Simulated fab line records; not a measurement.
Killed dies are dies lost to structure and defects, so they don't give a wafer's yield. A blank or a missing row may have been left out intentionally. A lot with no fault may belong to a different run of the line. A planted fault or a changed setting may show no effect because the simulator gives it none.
Code-filled problem report in 8D (eight disciplines) form | flow nand_harc | the parts of the form that need people (team, actions taken, sign-off) are left out

## 1. WHAT WENT WRONG
At NHARC_A_SGD_CUT_THK_MEAS_22, thk_nm averages 141.5 nm over 4 wafers from 3 lots, while fault-free wafers read 147.9 nm, standard deviation 1.4. That is -4.6 standard deviations from the usual mean.
The step: measures by ellipsometry.
Earliest sighting: wafer L192.3 on film_metro-02 at day 23 06:44. At this step, 36 wafers from 13 lots have a number in the record. The rule behind "out" and "out of limits": a value lying over 4 standard deviations away from the usual mean. All remaining wafers that have a number are taken as sound.

## 2. WHAT IT IS, AND WHAT IT ISN'T
question                    | is                             | is not
which readings at this step | thk_nm                         | -
which lots                  | L192, L193, L195               | L183, L185, L187, L189, L199, L200, L202, L203, L204, L206
which wafers of those lots  | L192.3, L193.1, L193.3, L195.3 | L192.2, L195.4
read on which gauges        | film_metro-01, film_metro-02   | -
when                        | from day 23 06:44              | up to then (13 sound wafers); but 19 sound wafers of L195, L199, L200, L202, L203, L204, L206 came after

## 3. SUSPECTS, AND WHAT RULES EACH OUT
Counting: a tool at a process step up to the reading stays a suspect if it ran every lot that is out. Sound lots after the first of them don't rule it out here, since some wafers of a struck lot are sound.
- the gauge at NHARC_A_SGD_CUT_THK_MEAS_22 is ruled out. The wafers that are out were read on 2 gauges (film_metro-01, film_metro-02).
- fcvd-01 at NHARC_A_SGD_CUT_DEP_20 (deposits SiO2, target thk 150 nm): kept. It ran every lot that is out, first L192 (day 23 01:40); its last sound lot up to then is L185 (day 20 13:36).
- cmp-04 at NHARC_A_SGD_CUT_CMP_21 (polishes, target thk 148.19 nm): kept. It ran every lot that is out, first L192 (day 23 06:32); its last sound lot up to then is L187 (day 20 15:27).
What counting leaves: fcvd-01 at NHARC_A_SGD_CUT_DEP_20 and cmp-04 at NHARC_A_SGD_CUT_CMP_21.

## 4. THE CAUSE (what the simulator had put in)
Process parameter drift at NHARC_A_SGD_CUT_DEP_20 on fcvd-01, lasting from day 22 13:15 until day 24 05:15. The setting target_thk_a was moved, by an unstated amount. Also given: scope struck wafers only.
2 suspects survive the count, and this tool is in that group.

## 5. SEQUENCE OF EFFECTS, ordered by route
One row per reading whose mean, taken over the struck wafers that have a number, lies over 3 standard deviations from the usual. Readings are gone through only where the record gives a usual standard deviation; hours: the median, over the lots, of the time from a lot's start at the first step in this table giving one to that lot's start at this step; sigmas: the change measured in usual standard deviations.
hours | step                        | reading | usual    | on struck wafers | change | sigmas
0     | NHARC_A_SGD_CUT_THK_MEAS_22 | thk_nm  | 147.9 nm | 141.5            | -6.4   | -4.6

## 6. HOW IT WOULD HAVE BEEN CAUGHT EARLIER
17 hours passed between the start of the fault at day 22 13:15 and the first reading out of limits at a measuring or inspecting step in this record, taken at day 23 06:44.
Of the lots that are out (3), L193, L195 began NHARC_A_SGD_CUT_DEP_20 on fcvd-01 after day 23 06:44. A hold on the tool at that time would have spared those 2.
